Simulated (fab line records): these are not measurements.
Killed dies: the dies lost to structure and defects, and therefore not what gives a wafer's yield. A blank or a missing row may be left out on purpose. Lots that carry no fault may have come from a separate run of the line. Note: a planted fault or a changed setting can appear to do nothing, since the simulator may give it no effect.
What tool caused it? ; flow n5_finfet ; 72 wafers from 24 lots sampled at 6 of the route's 1938 steps

== WHAT THE GAUGES SHOWED, per wafer ==
N5_STI_FIN_REVEAL_CD_MEAS_22: target cd 6.238 nm, pitch 28 nm.
lot;measured;on;cd_nm (nm)
L074;day 2 14:04;cd_sem-02;6.32 6.35 6.35
L075;day 2 20:06;cd_sem-02;6.70 6.04 6.48
L076;day 3 03:26;cd_sem-02;6.26 6.36 5.83
L077;day 3 09:08;cd_sem-01;6.12 5.88 6.30
L078;day 3 12:44;cd_sem-03;6.31 6.36 6.33
L079;day 3 18:47;cd_sem-02;6.43 6.49 6.38
L080;day 3 23:46;cd_sem-03;6.60 6.38 6.07
L081;day 4 06:26;cd_sem-01;6.25 5.99 6.32
L082;day 4 15:08;cd_sem-01;6.10 5.97 5.82
L083;day 4 21:49;cd_sem-03;6.37 6.40 5.82
L084;day 5 01:56;cd_sem-03;6.46 6.20 6.40
L085;day 5 07:58;cd_sem-01;6.48 6.41 5.95
L086;day 5 12:56;cd_sem-02;6.35 6.00 5.91
L087;day 5 18:59;cd_sem-03;6.31 5.79 6.09
L088;day 6 03:17;cd_sem-02;6.31 6.43 7.10
L089;day 6 06:25;cd_sem-02;6.08 6.40 6.24
L090;day 6 11:53;cd_sem-02;6.44 6.16 6.17
L091;day 6 19:19;cd_sem-03;6.29 6.53 5.81
L092;day 7 00:22;cd_sem-01;6.58 6.29 6.40
L093;day 7 08:22;cd_sem-02;6.09 6.07 5.73
L094;day 7 14:31;cd_sem-03;6.28 6.34 5.95
L095;day 7 22:32;cd_sem-03;6.09 6.10 6.33
L096;day 8 05:08;cd_sem-02;5.77 6.22 6.29
L097;day 8 09:04;cd_sem-03;6.90 6.34 6.40

N5_DUMMY_GATE_THK_MEAS_05.
lot;measured;on;thk_nm (nm)
L074;day 2 19:28;film_metro-01;71.8 71.6 72.5
L075;day 3 02:13;film_metro-01;73.7 72.4 73.3
L076;day 3 07:57;film_metro-02;70.1 71.7 71.7
L077;day 3 13:25;film_metro-02;71.9 72.6 71.9
L078;day 3 17:02;film_metro-01;72.1 71.0 72.4
L079;day 3 23:38;film_metro-01;71.2 73.1 71.0
L080;day 4 05:02;film_metro-01;73.0 71.0 72.9
L081;day 4 10:45;film_metro-02;71.5 71.9 72.0
L082;day 4 20:24;film_metro-02;73.0 72.8 73.3
L083;day 5 02:44;film_metro-02;72.5 72.9 74.5
L084;day 5 07:14;film_metro-02;73.6 73.0 72.0
L085;day 5 12:22;film_metro-01;71.4 72.0 71.5
L086;day 5 17:14;film_metro-01;72.2 73.1 72.6
L087;day 5 23:17;film_metro-02;72.0 71.0 71.3
L088;day 6 07:34;film_metro-01;71.8 71.3 70.6
L089;day 6 12:32;film_metro-02;72.0 71.8 70.4
L090;day 6 16:11;film_metro-02;72.2 73.6 72.8
L091;day 7 00:02;film_metro-02;73.1 72.7 73.5
L092;day 7 05:13;film_metro-02;73.0 72.2 72.7
L093;day 7 13:07;film_metro-02;72.7 72.7 73.2
L094;day 7 19:40;film_metro-02;72.9 71.7 72.5
L095;day 8 02:52;film_metro-02;71.2 73.0 71.5
L096;day 8 12:43;film_metro-01;71.0 71.7 69.7
L097;day 8 13:34;film_metro-02;72.3 70.8 71.7

N5_SD_ACTIVATION_RS_MEAS_03: measurement is done with a four-point probe.
lot;measured;on;RS_SD_N (ohm/sq);RS_SD_P (ohm/sq)
L074;day 3 11:38;film_metro-01;22.0 21.8 21.9;57.6 57.3 57.4
L075;day 3 18:23;film_metro-01;22.0 21.9 22.1;56.5 55.6 56.5
L076;day 3 23:45;film_metro-01;21.7 21.7 21.6;57.5 58.2 58.0
L077;day 4 08:13;film_metro-01;22.1 22.0 22.3;58.0 58.3 58.1
L078;day 4 09:39;film_metro-02;21.3 21.5 21.3;55.8 56.5 56.7
L079;day 4 15:10;film_metro-02;22.2 22.1 22.2;57.7 57.3 56.9
L080;day 4 20:50;film_metro-02;21.8 21.9 21.8;55.4 55.2 54.9
L081;day 5 05:49;film_metro-01;22.1 22.4 22.2;57.2 56.4 56.7
L082;day 5 13:00;film_metro-01;21.8 21.4 21.8;57.0 56.2 57.2
L083;day 5 20:58;film_metro-01;22.2 22.0 21.7;57.1 56.1 55.6
L084;day 5 22:53;film_metro-01;22.4 22.1 22.1;54.3 55.0 55.7
L085;day 6 04:24;film_metro-02;22.2 22.4 22.2;55.8 56.9 57.1
L086;day 6 08:53;film_metro-01;21.9 21.8 22.0;56.4 56.6 56.7
L087;day 6 16:12;film_metro-01;22.6 22.7 22.7;54.7 54.1 54.3
L088;day 7 01:12;film_metro-02;21.8 22.0 22.0;58.2 58.3 59.1
L089;day 7 06:06;film_metro-01;22.2 22.1 21.9;56.8 56.7 57.9
L090;day 7 07:53;film_metro-02;22.3 21.9 21.8;56.2 54.8 56.4
L091;day 7 17:12;film_metro-01;22.4 22.1 22.1;55.6 55.5 55.0
L092;day 8 00:32;film_metro-01;22.2 22.5 22.4;56.8 57.4 57.3
L093;day 8 05:02;film_metro-01;21.7 21.3 21.7;56.8 57.2 57.5
L094;day 8 11:05;film_metro-02;21.6 21.7 21.9;56.3 55.7 55.9
L095;day 8 21:59;film_metro-01;21.9 22.1 21.6;56.0 54.8 55.1
L096;day 9 06:11;film_metro-01;21.2 21.5 21.6;56.5 55.4 57.1
L097;day 9 05:12;film_metro-02;21.8 21.9 22.1;56.8 56.8 56.6

N5_ILD0_THK_MEAS_04.
lot;measured;on;thk_nm (nm)
L074;day 3 14:35;film_metro-01;197.1 196.4 197.8
L075;day 3 21:32;film_metro-01;197.5 197.8 197.5
L076;day 4 03:07;film_metro-01;198.0 198.2 196.8
L077;day 4 11:14;film_metro-02;197.5 198.9 199.5
L078;day 4 12:46;film_metro-01;199.2 197.5 198.4
L079;day 4 18:21;film_metro-02;198.1 197.3 198.8
L080;day 5 00:29;film_metro-02;199.2 198.1 198.7
L081;day 5 08:47;film_metro-01;197.9 198.9 197.1
L082;day 5 16:00;film_metro-02;197.1 197.8 195.7
L083;day 5 23:57;film_metro-02;196.8 198.3 198.0
L084;day 6 02:11;film_metro-02;197.6 197.6 197.3
L085;day 6 07:24;film_metro-01;198.3 198.7 198.5
L086;day 6 12:07;film_metro-02;197.4 197.4 197.4
L087;day 6 19:13;film_metro-01;198.3 199.1 198.9
L088;day 7 05:19;film_metro-02;197.8 197.9 197.1
L089;day 7 09:07;film_metro-02;198.6 198.0 198.9
L090;day 7 11:37;film_metro-01;200.3 199.1 198.3
L091;day 7 20:15;film_metro-02;199.3 197.4 197.6
L092;day 8 03:34;film_metro-01;196.3 198.6 198.8
L093;day 8 08:25;film_metro-01;198.4 197.7 198.7
L094;day 8 14:24;film_metro-01;198.6 198.7 197.8
L095;day 9 01:30;film_metro-02;197.1 195.6 197.3
L096;day 9 09:10;film_metro-02;198.9 198.1 197.3
L097;day 9 08:34;film_metro-02;198.6 196.1 197.3

N5_SDB_THK_MEAS_31.
lot;measured;on;SDB_THK (nm)
L074;day 3 23:01;film_metro-02;64.1 63.8 64.8
L075;day 4 05:38;film_metro-01;65.9 64.7 65.6
L076;day 4 11:28;film_metro-02;62.3 63.9 64.0
L077;day 4 19:25;film_metro-02;64.2 64.8 64.1
L078;day 4 22:08;film_metro-02;64.3 63.2 64.7
L079;day 5 03:27;film_metro-01;63.5 65.3 63.2
L080;day 5 08:35;film_metro-01;65.2 63.3 65.2
L081;day 5 16:53;film_metro-02;63.8 64.2 64.3
L082;day 5 23:58;film_metro-01;65.2 65.1 65.5
L083;day 6 08:04;film_metro-02;64.8 65.1 66.7
L084;day 6 10:14;film_metro-01;65.9 65.3 64.2
L085;day 6 15:27;film_metro-01;63.7 64.3 63.8
L086;day 6 20:14;film_metro-02;64.4 65.4 64.9
L087;day 7 03:58;film_metro-01;64.2 63.4 63.5
L088;day 7 13:46;film_metro-02;64.0 63.6 62.8
L089;day 7 17:50;film_metro-02;64.2 64.0 62.7
L090;day 7 20:22;film_metro-01;64.4 65.8 65.0
L091;day 8 04:52;film_metro-02;65.4 64.9 65.8
L092;day 8 11:28;film_metro-02;65.1 64.5 64.9
L093;day 8 16:23;film_metro-02;64.9 65.0 65.5
L094;day 9 00:26;film_metro-01;65.1 64.0 64.7
L095;day 9 09:29;film_metro-01;63.6 65.3 63.8
L096;day 9 17:19;film_metro-01;63.2 63.9 61.9
L097;day 9 16:27;film_metro-01;64.5 63.0 63.9

== WHAT TOOL EACH LOT RAN ON (gives the tool, then ch and the chambers of the sampled wafers, and finally the start) ==
lot;N5_STI_FIN_REVEAL_CMP_04
L074;cmp-02 ch 2,3, day 2 10:14
L075;cmp-03 ch 1,3, day 2 16:31
L076;cmp-02 ch 0,2, day 2 23:47
L077;cmp-02 ch 0,1,2, day 3 05:39
L078;cmp-04 ch 0,1,3, day 3 09:19
L079;cmp-02 ch 0,1,3, day 3 15:17
L080;cmp-03 ch 2,3, day 3 20:10
L081;cmp-04 ch 0,1,3, day 4 02:57
L082;cmp-02 ch 0,1,2, day 4 11:21
L083;cmp-04 ch 0,2, day 4 18:02
L084;cmp-03 ch 0,1,3, day 4 22:11
L085;cmp-02 ch 1,2,3, day 5 03:58
L086;cmp-04 ch 1,2, day 5 09:11
L087;cmp-04 ch 0,1,3, day 5 15:28
L088;cmp-03 ch 2,3, day 5 23:50
L089;cmp-04 ch 0,1,2, day 6 02:51
L090;cmp-03 ch 0,2, day 6 08:24
L091;cmp-03 ch 1,2, day 6 15:01
L092;cmp-03 ch 0,1,2, day 6 20:44
L093;cmp-02 ch 0,1, day 7 04:45
L094;cmp-02 ch 1,2,3, day 7 11:07
L095;cmp-02 ch 1,2,3, day 7 19:05
L096;cmp-03 ch 0,2, day 8 01:43
L097;cmp-02 ch 1,2,3, day 8 05:37
- N5_STI_FIN_REVEAL_CMP_04: polishes, stops on Si3N4, t overpolish 4 s, target thk 131.83 nm.

== WHAT THE TOOLS THEMSELVES READ (means of the sampled wafers that have a number; where no wafer has one, the mark that the record gives instead) ==
N5_STI_FIN_REVEAL_CMP_04.
lot;tool;edge_zone_pressure_frac;motor_current_A (A);overpolish_run_s (s);platen_rpm (rpm);time_to_endpoint_s (s)
L074;cmp-02;0.993;7.7;4.001;54.18;103
L075;cmp-03;0.997;8.6;3.999;54.22;103
L076;cmp-02;1.003;7.1;3.998;54.14;105
L077;cmp-02;0.998;7.6;4.002;54.19;107
L078;cmp-04;1.002;8.6;3.993;54.19;108
L079;cmp-02;0.997;7.5;3.995;54.16;107
L080;cmp-03;1.004;8.6;4.005;54.19;108
L081;cmp-04;0.996;8.8;3.997;54.17;108
L082;cmp-02;1.004;7.7;3.998;54.17;101
L083;cmp-04;1.010;8.5;3.998;54.19;105
L084;cmp-03;1.001;8.5;3.999;54.19;106
L085;cmp-02;0.992;8.0;4.009;54.19;104
L086;cmp-04;0.997;7.9;3.990;54.22;106
L087;cmp-04;0.999;8.8;3.998;54.19;108
L088;cmp-03;0.993;8.4;4.005;54.18;112
L089;cmp-04;1.003;8.7;3.988;54.17;108
L090;cmp-03;1.005;7.9;4.001;54.19;110
L091;cmp-03;1.001;8.3;3.993;54.20;112
L092;cmp-03;1.007;8.3;3.994;54.20;120
L093;cmp-02;0.999;8.0;4.009;54.17;105
L094;cmp-02;0.998;8.0;3.998;54.22;106
L095;cmp-02;1.001;7.9;3.998;54.19;102
L096;cmp-03;1.003;8.1;4.007;54.18;109
L097;cmp-02;1.002;8.3;3.992;54.20;104

== THE ANSWER, worked out from the rows above alone ==
Rule: usual is defined by the lots themselves. Put in order of their means at a reading, lots are off if they are a third of the lots or fewer, leave a main group of 4 or more, and stand apart from it by a gap of 3 or more times the standard deviation of the main group's means; of several such gaps the widest counts. A main group whose means are all the same, to the digits that the tables above print for the reading, isn't used. A lot without any number at a reading at which 4 lots or more have one is off too. Any other lot the step has rows for is counted as sound. First the gauges in route order, then the tools' own readings, where a lot's mean is used as printed above. The first step at which some lot is off is used, and at that step the reading that is off furthest; a lot without a number counts as furthest.
No lot is off on any of the readings shown, so nothing can be concluded from this.

== WHAT THE SIMULATOR HAD INSERTED ==
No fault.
